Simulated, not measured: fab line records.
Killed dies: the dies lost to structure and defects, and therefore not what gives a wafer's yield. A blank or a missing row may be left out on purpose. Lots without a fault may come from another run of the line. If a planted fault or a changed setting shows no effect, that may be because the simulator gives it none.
Struck lot and sound lot, side by side	flow n5 finfet	40 out of 1938 route steps
Sound: wafers L320.1, L320.4, L320.6. Struck: wafer L342.2 (L342.3, L342.4, from the same lot, were not struck and are left out); the cause is given at the end.
For every step that has rows: the tool of each side, followed by ch and its chambers, followed by its first start. Under that, the readings that differ: sound wafers	struck wafers	difference of the means	sigmas: that difference in standard deviations of wafers without a fault.
alike: same words and numbers on both sides, and readings whose means sit less than 2 such deviations apart. not compared: any withheld reading, any reading some wafer has no value for, any bound like >300 that may hide the same value, and any number with overlapping values for which the record gives no deviation.
A row with sigmas, a row that says differs or no value, or rows on one side alone: a step with any of these is where the two part. Numbers that don't overlap but have no deviation are shown without sigmas and don't part them. A reading missing from all wafers of one side parts the sides only when that side holds two or more wafers.

first, 9 steps without rows for these wafers: N5_BEOL_M4_ANNEAL_95 (time 240 s); N5_BEOL_M4_SPUTTER_96 (material Cu, target thk 4.5 nm, time 8.29 s); N5_BEOL_M4_ECD_50 (material Cu, target thk 300 nm); N5_BEOL_M4_ANNEAL_51 (time 90 s); N5_BEOL_M4_CMP_52 (polishes, stops on SiOC, t overpolish 6.8 s, target thk 40 nm); N5_BEOL_M4_PRE_CLEAN_60 (time 15 s); N5_BEOL_M4_CO_CAP_55 (material Co, precursor CCTBA/H2, target thk 2 nm, time 102.1 s); N5_BEOL_M4_PRE_CLEAN_56 (time 15 s); N5_BEOL_M4_DEP_57 (deposits SiCN from 3MS/NH3, target thk 8 nm, time 14 s).
N5_BEOL_M4_RC_MEAS_101:
  sound on prober-01 ch 0, day 8 17:41; struck on prober-01 ch 0, day 14 22:01
  alike: DIBL_N, DIBL_P, IOFF_N, IOFF_P, ION_N, ION_P, SS_N, SS_P, VT_N, VT_P
then, 24 steps without rows for these wafers: N5_BEOL_M5_ILD_DEP_00 (deposits SiCOH lowk from DEMS/porogen, target thk 140.64 nm, time 25.9 s); N5_BEOL_M5_CURE_79 (cures SiCOH lowk, time 240 s); N5_BEOL_M5_PECVD_70 (deposits SiO2 from TEOS/O2, target thk 16 nm, time 18 s); N5_BEOL_M5_HM_DEP_02 (deposits TiN, target thk 20 nm); N5_BEOL_M5_COAT_59 (time 60 s, resist thk 60 nm); N5_BEOL_M5_COAT_60 (time 60 s, resist thk 12 nm); N5_BEOL_M5_COAT_71 (time 60 s, resist thk 5 nm); N5_BEOL_M5_COAT_05 (resist thk 30 nm); N5_BEOL_M5_EBR_07; N5_BEOL_M5_SOFTBAKE_06 (time 60 s); N5_BEOL_M5_EXPOSE_08 (exposes mask M5, target cd 28 nm); N5_BEOL_M5_PEB_09 (peb time 60 s); N5_BEOL_M5_DEVELOP_10 (develop time 30 s); N5_BEOL_M5_DESCUM_16 (chemistry O2, time 7 s); N5_BEOL_M5_ETCH_72 (etches underlayer in N2/H2, target depth 6.5 nm, time 5.2 s); N5_BEOL_M5_ETCH_61 (etches SiARC in CF4, target depth 15.6 nm, time 26 s); N5_BEOL_M5_ETCH_62 (etches SOC in N2/H2, target depth 75 nm, overetch 15 nm, time 112.5 s); N5_BEOL_M5_STRIP_63 (strips in N2/H2); N5_BEOL_M5_STRIP_73 (strips in N2/H2); N5_BEOL_M5_STRIP_64 (strips in CF4); N5_BEOL_M5_HM_OPEN_17 (chemistry Cl2/BCl3, target TiN, target depth 20 nm, overetch 6 nm); N5_BEOL_M5_STRIP_19 (strips in O2); N5_BEOL_M5_COAT_65 (time 60 s, resist thk 60 nm); N5_BEOL_M5_COAT_66 (time 60 s, resist thk 12 nm).
N5_BEOL_M7_TRENCH_ETCH_37: etches SiCOH lowk in C4F6/O2, target depth 93.478 nm, time 31.2 s.
  sound on rie diel-02 ch 1,3, day 10 00:41; struck on rie diel-06 ch 1, day 16 05:02
reading	sound	struck	difference	sigmas
drypump motor current A (A)	5.6 5.6 5.6	6.5	+0.9	+2
oes product au (a.u.)	0.95 0.95 0.83	1.27	+0.36	+4
model.etch.depth nm (nm)	96.43 96.3 90.93	155	+60	
model.BEOL_M7.feature depth nm (nm)	96.4 96.2 91	155	+60	
model.TiN_of_BEOL_M7_HM_DEP_02.thk nm (nm)	17 16.8 17.4	15.8	-1.3	
  alike: oes_o_777_au, rf vpp V, showerhead plenum p Torr, throttle valve pct
  not compared: rf hours counter h
N5_BEOL_M7_OCD_MEAS_38:
  sound on ocd-01 at day 10 00:50; struck on ocd-01 at day 16 05:12
reading	sound	struck	difference	sigmas
trench depth nm (nm)	96.9 95.8 91.2	155.3	+60.7	+32
N5_BEOL_M7_CMP_52: polishes, stops on SiCOH lowk, t overpolish 6.9 s, target thk 80 nm.
  sound on cmp-04 ch 0,3, day 10 02:33; struck on cmp-04 ch 2, day 16 10:55
reading	sound	struck	difference	sigmas
motor current A (A)	6.4 5.9 6.4	5.3	-0.9	-2
model.Cu_of_BEOL_M7_ECD_50.thk nm (nm)	83.6 84.8 77.2	142.4	+60.5	
N5_BEOL_M7_THK_MEAS_53: measures by xrf.
  sound on film metro-02 at day 10 02:50; struck on film metro-01 at day 16 11:13
reading	sound	struck	difference	sigmas
M7_THK (nm)	85.4 86.2 78.8	145.3	+61.8	+29
N5_BEOL_M7_RS_MEAS_57: a four-point-probe measurement.
  sound on film metro-02 at day 10 02:58; struck on film metro-01 at day 16 11:21
reading	sound	struck	difference	sigmas
M7_RS (ohm/sq)	0.271 0.267 0.298	0.149	-0.130	-14
-- the record jumps here: 3 days lie between the struck wafers' starts before and after (it left off in module BEOL_M7 and takes up again in module PASSIVATION, whose first step shown is number 1936 of the route) --
N5_PASSIVATION_PROBE_49:
  only the struck wafers here have rows in the record (prober-02, day 19 12:58); the sound ones have none

## WHERE THEY PART
At N5_BEOL_M7_TRENCH_ETCH_37 first; at N5_PASSIVATION_PROBE_49 last (within this record only).

WHY: what had been put in by the simulator
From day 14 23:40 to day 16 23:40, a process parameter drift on rie diel-06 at N5_BEOL_M7_TRENCH_ETCH_37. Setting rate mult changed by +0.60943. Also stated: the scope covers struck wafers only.
